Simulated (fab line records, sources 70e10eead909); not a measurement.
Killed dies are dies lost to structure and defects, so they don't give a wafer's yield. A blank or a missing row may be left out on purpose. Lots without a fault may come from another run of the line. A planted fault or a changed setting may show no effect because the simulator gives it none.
Chamber matching | flow nand_harc | NHARC_A_CHANNEL_FILL_D2_STRIP_28 on rie_diel-08: 4 sister chambers
The step strips in O2, time 20 s. 8 wafers are shown with their chamber, then 12 later ones without.

WAFERS WITH THEIR CHAMBER
wafer  | chamber | showerhead_plenum_p_Torr (Torr) | drypump_motor_current_A (A)
L080.6 | 0       | 3.76                            | 5.95
L083.3 | 1       | 3.74                            | 5.91
L083.5 | 3       | 3.57                            | 5.57
L086.2 | 3       | 3.57                            | 5.59
L086.6 | 0       | 3.76                            | 5.93
L087.3 | 1       | 3.73                            | 5.93
L087.4 | 2       | 3.30                            | 5.48
L087.6 | 2       | 3.30                            | 5.48

WAFERS WITHOUT THEIR CHAMBER
wafer  | showerhead_plenum_p_Torr (Torr) | drypump_motor_current_A (A)
L091.2 | 3.75                            | 5.95
L091.3 | 3.30                            | 5.50
L091.6 | 3.30                            | 5.50
L093.3 | 3.73                            | 5.90
L093.4 | 3.30                            | 5.49
L093.6 | 3.57                            | 5.55
L094.1 | 3.57                            | 5.60
L094.2 | 3.75                            | 5.95
L094.4 | 3.30                            | 5.48
L095.2 | 3.75                            | 5.96
L095.3 | 3.57                            | 5.56
L095.6 | 3.73                            | 5.91

WHICH CHAMBER EACH WENT THROUGH
wafer  | from the rows above     | in truth
L091.2 | can't be placed: 0 or 1 | 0
L091.3 | 2                       | 2
L091.6 | 2                       | 2
L093.3 | 1                       | 1
L093.4 | 2                       | 2
L093.6 | 3                       | 3
L094.1 | 3                       | 3
L094.2 | can't be placed: 0 or 1 | 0
L094.4 | 2                       | 2
L095.2 | 0                       | 0
L095.3 | 3                       | 3
L095.6 | 1                       | 1
Placed correctly: 10 of 12. Can't be placed from these rows: 2 (the true chamber is among the candidates in 2). Placed wrongly: 0.
How it was worked out, from the rows above alone: a wafer's distance from a chamber is the root of the sum, over the readings, of the square of ((its reading less the chamber's mean) divided by the reading's scatter). The wafer belongs to the nearest chamber; if the next one is less than 2 further off, it can't be placed. A chamber's mean is the mean of its shown wafers. The scatter: the root of (the sum of the squares of (reading less its chamber's mean) over the shown wafers, divided by (wafers less chambers)).
